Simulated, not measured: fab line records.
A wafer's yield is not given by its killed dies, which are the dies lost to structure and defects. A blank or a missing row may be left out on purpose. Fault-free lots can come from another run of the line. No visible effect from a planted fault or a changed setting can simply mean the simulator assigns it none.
Which tool was responsible? :: flow n5-finfet :: 30 wafers from 10 lots sampled at 5 of the route's 1938 steps

WHAT THE GAUGES SHOWED, per wafer
The record lacks any reading of a measuring or inspecting step that a usual standard deviation could be used to judge.

TOOL THAT RAN EACH LOT (tool first, then ch and the chambers of the sampled wafers, then the start)
lot: L237
N5_GATE_CUT_ETCH_28: rie-diel-02 ch 0,2, day 4 12:32
N5_PASSIVATION_SPUTTER_20: pvd-sputter-02, day 12 01:07
N5_PASSIVATION_DESCUM_32: rie-diel-03 ch 1,2,3, day 12 01:51
N5_PASSIVATION_STRIP_34: rie-diel-06 ch 0,2,3, day 12 02:28
N5_PASSIVATION_PROBE_49: prober-01, day 12 07:01

lot: L238
N5_GATE_CUT_ETCH_28: rie-diel-02 ch 0,1,2, day 4 21:40
N5_PASSIVATION_SPUTTER_20: pvd-sputter-02, day 12 22:52
N5_PASSIVATION_DESCUM_32: rie-diel-03 ch 0,1,2, day 12 23:39
N5_PASSIVATION_STRIP_34: rie-diel-06 ch 0,2, day 13 00:26
N5_PASSIVATION_PROBE_49: prober-01, day 13 04:46

lot: L239
N5_GATE_CUT_ETCH_28: rie-diel-01 ch 0,3, day 4 23:38
N5_PASSIVATION_SPUTTER_20: pvd-sputter-01, day 13 04:14
N5_PASSIVATION_DESCUM_32: rie-diel-05 ch 0,1,3, day 13 05:01
N5_PASSIVATION_STRIP_34: rie-diel-03 ch 0,2,3, day 13 05:47
N5_PASSIVATION_PROBE_49: prober-02, day 13 10:15

lot: L240
N5_GATE_CUT_ETCH_28: rie-diel-04 ch 1,2,3, day 5 09:08
N5_PASSIVATION_SPUTTER_20: pvd-sputter-01, day 13 08:49
N5_PASSIVATION_DESCUM_32: rie-diel-03 ch 0,2,3, day 13 09:35
N5_PASSIVATION_STRIP_34: rie-diel-03 ch 0,1,2, day 13 10:12
N5_PASSIVATION_PROBE_49: prober-01, day 13 14:49

lot: L243
N5_GATE_CUT_ETCH_28: rie-diel-01 ch 0,1,3, day 6 02:40
N5_PASSIVATION_SPUTTER_20: pvd-sputter-02, day 14 14:37
N5_PASSIVATION_DESCUM_32: rie-diel-03 ch 1,2,3, day 14 15:17
N5_PASSIVATION_STRIP_34: rie-diel-06 ch 0,1,2, day 14 15:53
N5_PASSIVATION_PROBE_49: prober-01, day 14 21:31

lot: L245
N5_GATE_CUT_ETCH_28: rie-diel-01 ch 1,2, day 6 19:46
N5_PASSIVATION_SPUTTER_20: pvd-sputter-02, day 15 03:01
N5_PASSIVATION_DESCUM_32: rie-diel-05 ch 2,3, day 15 03:40
N5_PASSIVATION_STRIP_34: rie-diel-03 ch 0,2, day 15 04:16
N5_PASSIVATION_PROBE_49: prober-01, day 15 08:34

lot: L246
N5_GATE_CUT_ETCH_28: rie-diel-01 ch 0,1,2, day 6 21:17
N5_PASSIVATION_SPUTTER_20: pvd-sputter-01, day 14 18:55
N5_PASSIVATION_DESCUM_32: rie-diel-05 ch 0,2, day 14 19:59
N5_PASSIVATION_STRIP_34: rie-diel-03 ch 0,1,3, day 14 20:41
N5_PASSIVATION_PROBE_49: prober-01, day 15 01:03

lot: L249
N5_GATE_CUT_ETCH_28: rie-diel-04 ch 0,3, day 7 18:00
N5_PASSIVATION_SPUTTER_20: pvd-sputter-01, day 15 12:55
N5_PASSIVATION_DESCUM_32: rie-diel-03 ch 0,1,3, day 15 13:37
N5_PASSIVATION_STRIP_34: rie-diel-03 ch 0,1,2, day 15 14:14
N5_PASSIVATION_PROBE_49: prober-01, day 15 19:19

lot: L251
N5_GATE_CUT_ETCH_28: rie-diel-02 ch 1,2,3, day 8 05:17
N5_PASSIVATION_SPUTTER_20: pvd-sputter-01, day 16 03:35
N5_PASSIVATION_DESCUM_32: rie-diel-05 ch 1,3, day 16 04:30
N5_PASSIVATION_STRIP_34: rie-diel-06 ch 1,2, day 16 05:07
N5_PASSIVATION_PROBE_49: prober-01, day 16 09:29

lot: L259
N5_GATE_CUT_ETCH_28: rie-diel-02 ch 0,2,3, day 10 02:08
N5_PASSIVATION_SPUTTER_20: pvd-sputter-02, day 18 12:01
N5_PASSIVATION_DESCUM_32: rie-diel-05 ch 0,1,3, day 18 12:49
N5_PASSIVATION_STRIP_34: rie-diel-05 ch 0,2,3, day 18 13:25
N5_PASSIVATION_PROBE_49: prober-02, day 18 17:46
- N5_GATE_CUT_ETCH_28: etches underlayer in N2/H2, target depth 13 nm, time 10.4 s.
- N5_PASSIVATION_SPUTTER_20: material TaN, target thk 50 nm.
- N5_PASSIVATION_DESCUM_32: chemistry O2, time 7.9 s.
- N5_PASSIVATION_STRIP_34: strips in O2.
- N5_PASSIVATION_PROBE_49

WHAT THE TOOLS THEMSELVES READ (means of the sampled wafers that have a number; where no wafer has one, the mark that the record gives instead)
N5_GATE_CUT_ETCH_28. Usual: drypump-motor-current-A 5.6 A, standard deviation 0.33; etch-rf-on-time-s 10.42 s, standard deviation 0.2; oes-product-au 0.66 a.u., standard deviation 0.073; rf-vpp-V 524.3 V, standard deviation 2.6; showerhead-plenum-p-Torr 2.56 Torr, standard deviation 0.091; throttle-valve-pct 17.83 %, standard deviation 0.26.
lot: L237
tool: rie-diel-02
drypump-motor-current-A (A): 5.9
etch-rf-on-time-s (s): 10.39
oes-product-au (a.u.): 0.64
rf-vpp-V (V): 525.2
showerhead-plenum-p-Torr (Torr): 2.57
throttle-valve-pct (%): 17.96
flag: 

lot: L238
tool: rie-diel-02
drypump-motor-current-A (A): 5.8
etch-rf-on-time-s (s): 10.63
oes-product-au (a.u.): 0.62
rf-vpp-V (V): 523.0
showerhead-plenum-p-Torr (Torr): 2.49
throttle-valve-pct (%): 17.93
flag: 

lot: L239
tool: rie-diel-01
drypump-motor-current-A (A): 5.7
etch-rf-on-time-s (s): 10.40
oes-product-au (a.u.): 0.69
rf-vpp-V (V): 524.6
showerhead-plenum-p-Torr (Torr): 2.56
throttle-valve-pct (%): 17.54
flag: 

lot: L240
tool: rie-diel-04
drypump-motor-current-A (A): 5.3
etch-rf-on-time-s (s): 10.18
oes-product-au (a.u.): 0.68
rf-vpp-V (V): 523.4
showerhead-plenum-p-Torr (Torr): 2.51
throttle-valve-pct (%): 17.84
flag: 

lot: L243
tool: rie-diel-01
drypump-motor-current-A (A): 5.7
etch-rf-on-time-s (s): 10.55
oes-product-au (a.u.): 0.64
rf-vpp-V (V): 524.3
showerhead-plenum-p-Torr (Torr): 2.54
throttle-valve-pct (%): 17.85
flag: 

lot: L245
tool: rie-diel-01
drypump-motor-current-A (A): 5.5
etch-rf-on-time-s (s): 10.36
oes-product-au (a.u.): 0.72
rf-vpp-V (V): 522.9
showerhead-plenum-p-Torr (Torr): 2.50
throttle-valve-pct (%): 17.65
flag: 

lot: L246
tool: rie-diel-01
drypump-motor-current-A (A): 5.7
etch-rf-on-time-s (s): 10.27
oes-product-au (a.u.): 0.70
rf-vpp-V (V): 523.5
showerhead-plenum-p-Torr (Torr): 2.53
throttle-valve-pct (%): 17.67
flag: 

lot: L249
tool: rie-diel-04
drypump-motor-current-A (A): 5.0
etch-rf-on-time-s (s): 10.60
oes-product-au (a.u.): 0.61
rf-vpp-V (V): 524.9
showerhead-plenum-p-Torr (Torr): 2.56
throttle-valve-pct (%): 17.86
flag: 

lot: L251
tool: rie-diel-02
drypump-motor-current-A (A): 5.9
etch-rf-on-time-s (s): 10.39
oes-product-au (a.u.): 0.68
rf-vpp-V (V): 524.5
showerhead-plenum-p-Torr (Torr): 2.59
throttle-valve-pct (%): 17.82
flag: 

lot: L259
tool: rie-diel-02
drypump-motor-current-A (A): 5.9
etch-rf-on-time-s (s): 10.52
oes-product-au (a.u.): 0.61
rf-vpp-V (V): 524.6
showerhead-plenum-p-Torr (Torr): 2.55
throttle-valve-pct (%): 18.01
flag: 

N5_PASSIVATION_SPUTTER_20. Usual: throttle-valve-pct at 29.7 %, with a standard deviation of 1.4.
lot: L237
tool: pvd-sputter-02
throttle-valve-pct (%): 31.5
flag: 

lot: L238
tool: pvd-sputter-02
throttle-valve-pct (%): 30.7
flag: 

lot: L239
tool: pvd-sputter-01
throttle-valve-pct (%): 29.5
flag: 

lot: L240
tool: pvd-sputter-01
throttle-valve-pct (%): 28.3
flag: 

lot: L243
tool: pvd-sputter-02
throttle-valve-pct (%): 30.8
flag: 

lot: L245
tool: pvd-sputter-02
throttle-valve-pct (%): 30.9
flag: 

lot: L246
tool: pvd-sputter-01
throttle-valve-pct (%): 29.1
flag: 

lot: L249
tool: pvd-sputter-01
throttle-valve-pct (%): 29.4
flag: 

lot: L251
tool: pvd-sputter-01
throttle-valve-pct (%): 28.4
flag: 

lot: L259
tool: pvd-sputter-02
throttle-valve-pct (%): 31.0
flag: 

N5_PASSIVATION_DESCUM_32. Usual: drypump-motor-current-A 5.8 A, standard deviation 0.33; oes-product-au 0.83 a.u., standard deviation 0.086; rf-vpp-V 243.7 V, standard deviation 1.8; showerhead-plenum-p-Torr 2.12 Torr, standard deviation 0.11; throttle-valve-pct 20.43 %, standard deviation 0.3.
lot: L237
tool: rie-diel-03
drypump-motor-current-A (A): 6.0
oes-product-au (a.u.): 0.78
rf-vpp-V (V): 243.3
showerhead-plenum-p-Torr (Torr): 2.07
throttle-valve-pct (%): 20.69
flag: 

lot: L238
tool: rie-diel-03
drypump-motor-current-A (A): 5.9
oes-product-au (a.u.): 0.86
rf-vpp-V (V): 241.7
showerhead-plenum-p-Torr (Torr): 2.03
throttle-valve-pct (%): 20.48
flag: 

lot: L239
tool: rie-diel-05
drypump-motor-current-A (A): 5.7
oes-product-au (a.u.): 0.85
rf-vpp-V (V): 244.2
showerhead-plenum-p-Torr (Torr): 2.14
throttle-valve-pct (%): 20.28
flag: 

lot: L240
tool: rie-diel-03
drypump-motor-current-A (A): 5.9
oes-product-au (a.u.): 0.81
rf-vpp-V (V): 242.3
showerhead-plenum-p-Torr (Torr): 2.05
throttle-valve-pct (%): 20.49
flag: 

lot: L243
tool: rie-diel-03
drypump-motor-current-A (A): 6.1
oes-product-au (a.u.): 0.76
rf-vpp-V (V): 242.5
showerhead-plenum-p-Torr (Torr): 2.06
throttle-valve-pct (%): 20.71
flag: 

lot: L245
tool: rie-diel-05
drypump-motor-current-A (A): 5.5
oes-product-au (a.u.): 0.86
rf-vpp-V (V): 245.1
showerhead-plenum-p-Torr (Torr): 2.22
throttle-valve-pct (%): 20.27
flag: 

lot: L246
tool: rie-diel-05
drypump-motor-current-A (A): 5.3
oes-product-au (a.u.): 0.92
rf-vpp-V (V): 245.1
showerhead-plenum-p-Torr (Torr): 2.23
throttle-valve-pct (%): 20.53
flag: 

lot: L249
tool: rie-diel-03
drypump-motor-current-A (A): 5.9
oes-product-au (a.u.): 0.83
rf-vpp-V (V): 243.5
showerhead-plenum-p-Torr (Torr): 2.11
throttle-valve-pct (%): 20.49
flag: 

lot: L251
tool: rie-diel-05
drypump-motor-current-A (A): 5.9
oes-product-au (a.u.): 0.94
rf-vpp-V (V): 244.5
showerhead-plenum-p-Torr (Torr): 2.22
throttle-valve-pct (%): 19.90
flag: 

lot: L259
tool: rie-diel-05
drypump-motor-current-A (A): 5.7
oes-product-au (a.u.): 0.88
rf-vpp-V (V): 245.4
showerhead-plenum-p-Torr (Torr): 2.21
throttle-valve-pct (%): 20.22
flag: 

N5_PASSIVATION_STRIP_34. Usual: drypump-motor-current-A 5.9 A, standard deviation 0.37; oes-product-au 0.82 a.u., standard deviation 0.072; rf-vpp-V 3.7 V, standard deviation 1.5; showerhead-plenum-p-Torr 2.11 Torr, standard deviation 0.096; throttle-valve-pct 16.63 %, standard deviation 0.25.
lot: L237
tool: rie-diel-06
drypump-motor-current-A (A): 6.1
oes-product-au (a.u.): 0.85
rf-vpp-V (V): 3.3
showerhead-plenum-p-Torr (Torr): 2.04
throttle-valve-pct (%): 16.53
flag: 

lot: L238
tool: rie-diel-06
drypump-motor-current-A (A): 6.1
oes-product-au (a.u.): 0.86
rf-vpp-V (V): 4.4
showerhead-plenum-p-Torr (Torr): 2.04
throttle-valve-pct (%): 16.57
flag: 

lot: L239
tool: rie-diel-03
drypump-motor-current-A (A): 6.0
oes-product-au (a.u.): 0.80
rf-vpp-V (V): 4.7
showerhead-plenum-p-Torr (Torr): 2.05
throttle-valve-pct (%): 16.72
flag: 

lot: L240
tool: rie-diel-03
drypump-motor-current-A (A): 5.9
oes-product-au (a.u.): 0.84
rf-vpp-V (V): 5.0
showerhead-plenum-p-Torr (Torr): 2.03
throttle-valve-pct (%): 16.69
flag: 

lot: L243
tool: rie-diel-06
drypump-motor-current-A (A): 5.8
oes-product-au (a.u.): 0.83
rf-vpp-V (V): 3.7
showerhead-plenum-p-Torr (Torr): 2.09
throttle-valve-pct (%): 16.58
flag: 

lot: L245
tool: rie-diel-03
drypump-motor-current-A (A): 5.8
oes-product-au (a.u.): 0.85
rf-vpp-V (V): 3.3
showerhead-plenum-p-Torr (Torr): 2.01
throttle-valve-pct (%): 16.57
flag: 

lot: L246
tool: rie-diel-03
drypump-motor-current-A (A): 5.9
oes-product-au (a.u.): 0.84
rf-vpp-V (V): 4.9
showerhead-plenum-p-Torr (Torr): 2.12
throttle-valve-pct (%): 16.68
flag: 

lot: L249
tool: rie-diel-03
drypump-motor-current-A (A): 5.9
oes-product-au (a.u.): 0.83
rf-vpp-V (V): 4.5
showerhead-plenum-p-Torr (Torr): 2.03
throttle-valve-pct (%): 16.75
flag: 

lot: L251
tool: rie-diel-06
drypump-motor-current-A (A): 6.0
oes-product-au (a.u.): 0.84
rf-vpp-V (V): 4.2
showerhead-plenum-p-Torr (Torr): 2.09
throttle-valve-pct (%): 16.59
flag: 

lot: L259
tool: rie-diel-05
drypump-motor-current-A (A): 5.5
oes-product-au (a.u.): 0.83
rf-vpp-V (V): 4.3
showerhead-plenum-p-Torr (Torr): 2.22
throttle-valve-pct (%): 16.60
flag: 

N5_PASSIVATION_PROBE_49. Usual: defect-limited-yield 91.1 %, standard deviation 1.5; killed_at_M0_to_M3 35, standard deviation 9.5; killed_at_M4_up 13, standard deviation 5.2; killed-at-contacts 12, standard deviation 6.1; killed-at-front-end 41, standard deviation 14; killed-at-other 3.8, standard deviation 2.9; killed-dies 105, standard deviation 17; killed-open 70, standard deviation 13; killed-short 33, standard deviation 8.4; sort_bin_5_function 5.1 %, standard deviation 0.97; sort_bin_6_memory 3.4 %, standard deviation 0.69; sort_bin_8_speed 0.00 %, standard deviation 0.007; sort-n-pass 1075, standard deviation 17; sort-yield-pct 91.1 %, standard deviation 1.5.
lot: L237
tool: prober-01
defect-limited-yield (%): 92.0
killed_at_M0_to_M3: 39
killed_at_M4_up: 10
killed-at-contacts: 11
killed-at-front-end: 28
killed-at-other: 6.3
killed-dies: 94
killed-open: 61
killed-short: 32
sort_bin_5_function (%): 4.4
sort_bin_6_memory (%): 3.3
sort_bin_8_speed (%): 0.00
sort-n-pass: 1086
sort-yield-pct (%): 92.0
flag: 

lot: L238
tool: prober-01
defect-limited-yield (%): 90.6
killed_at_M0_to_M3: 56
killed_at_M4_up: 13
killed-at-contacts: 7
killed-at-front-end: 29
killed-at-other: 5.3
killed-dies: 111
killed-open: 74
killed-short: 37
sort_bin_5_function (%): 5.4
sort_bin_6_memory (%): 3.6
sort_bin_8_speed (%): 0.00
sort-n-pass: 1069
sort-yield-pct (%): 90.6
flag: 

lot: L239
tool: prober-02
defect-limited-yield (%): 90.5
killed_at_M0_to_M3: 45
killed_at_M4_up: 10
killed-at-contacts: 10
killed-at-front-end: 42
killed-at-other: 5.3
killed-dies: 113
killed-open: 67
killed-short: 45
sort_bin_5_function (%): 5.4
sort_bin_6_memory (%): 3.8
sort_bin_8_speed (%): 0.00
sort-n-pass: 1067
sort-yield-pct (%): 90.5
flag: 

lot: L240
tool: prober-01
defect-limited-yield (%): 89.8
killed_at_M0_to_M3: 44
killed_at_M4_up: 14
killed-at-contacts: 11
killed-at-front-end: 48
killed-at-other: 3.0
killed-dies: 120
killed-open: 84
killed-short: 35
sort_bin_5_function (%): 5.8
sort_bin_6_memory (%): 4.1
sort_bin_8_speed (%): 0.00
sort-n-pass: 1060
sort-yield-pct (%): 89.8
flag: 

lot: L243
tool: prober-01
defect-limited-yield (%): 90.9
killed_at_M0_to_M3: 35
killed_at_M4_up: 13
killed-at-contacts: 16
killed-at-front-end: 42
killed-at-other: 0.7
killed-dies: 107
killed-open: 75
killed-short: 32
sort_bin_5_function (%): 5.4
sort_bin_6_memory (%): 3.4
sort_bin_8_speed (%): 0.00
sort-n-pass: 1073
sort-yield-pct (%): 90.9
flag: 

lot: L245
tool: prober-01
defect-limited-yield (%): 83.9
killed_at_M0_to_M3: 33
killed_at_M4_up: 18
killed-at-contacts: 15
killed-at-front-end: 121
killed-at-other: 2.3
killed-dies: 189
killed-open: 80
killed-short: 31
sort_bin_5_function (%): 9.3
sort_bin_6_memory (%): 4.6
sort_bin_8_speed (%): 0.00
sort-n-pass: 991
sort-yield-pct (%): 83.9
flag: OFF

lot: L246
tool: prober-01
defect-limited-yield (%): 85.7
killed_at_M0_to_M3: 27
killed_at_M4_up: 9
killed-at-contacts: 9
killed-at-front-end: 122
killed-at-other: 1.0
killed-dies: 169
killed-open: 55
killed-short: 27
sort_bin_5_function (%): 8.1
sort_bin_6_memory (%): 3.9
sort_bin_8_speed (%): 0.00
sort-n-pass: 1011
sort-yield-pct (%): 85.7
flag: OFF

lot: L249
tool: prober-01
defect-limited-yield (%): 91.4
killed_at_M0_to_M3: 32
killed_at_M4_up: 10
killed-at-contacts: 14
killed-at-front-end: 36
killed-at-other: 8.7
killed-dies: 101
killed-open: 64
killed-short: 34
sort_bin_5_function (%): 4.6
sort_bin_6_memory (%): 3.6
sort_bin_8_speed (%): 0.00
sort-n-pass: 1079
sort-yield-pct (%): 91.4
flag: 

lot: L251
tool: prober-01
defect-limited-yield (%): 91.5
killed_at_M0_to_M3: 26
killed_at_M4_up: 19
killed-at-contacts: 9
killed-at-front-end: 44
killed-at-other: 3.3
killed-dies: 101
killed-open: 69
killed-short: 30
sort_bin_5_function (%): 5.0
sort_bin_6_memory (%): 3.2
sort_bin_8_speed (%): 0.00
sort-n-pass: 1079
sort-yield-pct (%): 91.5
flag: 

lot: L259
tool: prober-02
defect-limited-yield (%): 90.8
killed_at_M0_to_M3: 32
killed_at_M4_up: 12
killed-at-contacts: 15
killed-at-front-end: 44
killed-at-other: 5.0
killed-dies: 108
killed-open: 71
killed-short: 35
sort_bin_5_function (%): 5.3
sort_bin_6_memory (%): 3.7
sort_bin_8_speed (%): 0.03
sort-n-pass: 1072
sort-yield-pct (%): 90.8
flag: OFF

THE ANSWER, worked out from the rows above alone
Rule: a lot is off if the mean of its wafers that have a number lies more than 3 standard deviations from the usual mean. Also off: a lot with no number at a reading for which 4 or more lots have one. Where the step has rows for the other lots, those lots are counted as sound. First the gauges in route order, then the tools' own readings, where a lot's mean is used as printed above. The first step at which some lot is off is used, and at that step the reading that is off furthest; a lot without a number counts as furthest.
Off at N5_PASSIVATION_PROBE_49 (killed-at-front-end): L245, L246.
A tool fits if, at that step or a process step before it, it ran every lot that is off, and no sound lot after the first of them. One candidate fits, namely rie-diel-01 at N5_GATE_CUT_ETCH_28. Its last sound lot is L243 (day 6 02:40), its first lot that is off L245 (day 6 19:46): a fault that began between those two fits.

WHAT THE SIMULATOR PUT IN
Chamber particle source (rie-diel-01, N5_GATE_CUT_ETCH_28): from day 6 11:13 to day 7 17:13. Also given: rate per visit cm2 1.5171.
Lots struck among those shown: L245, L246. The rule given above showed the same thing.
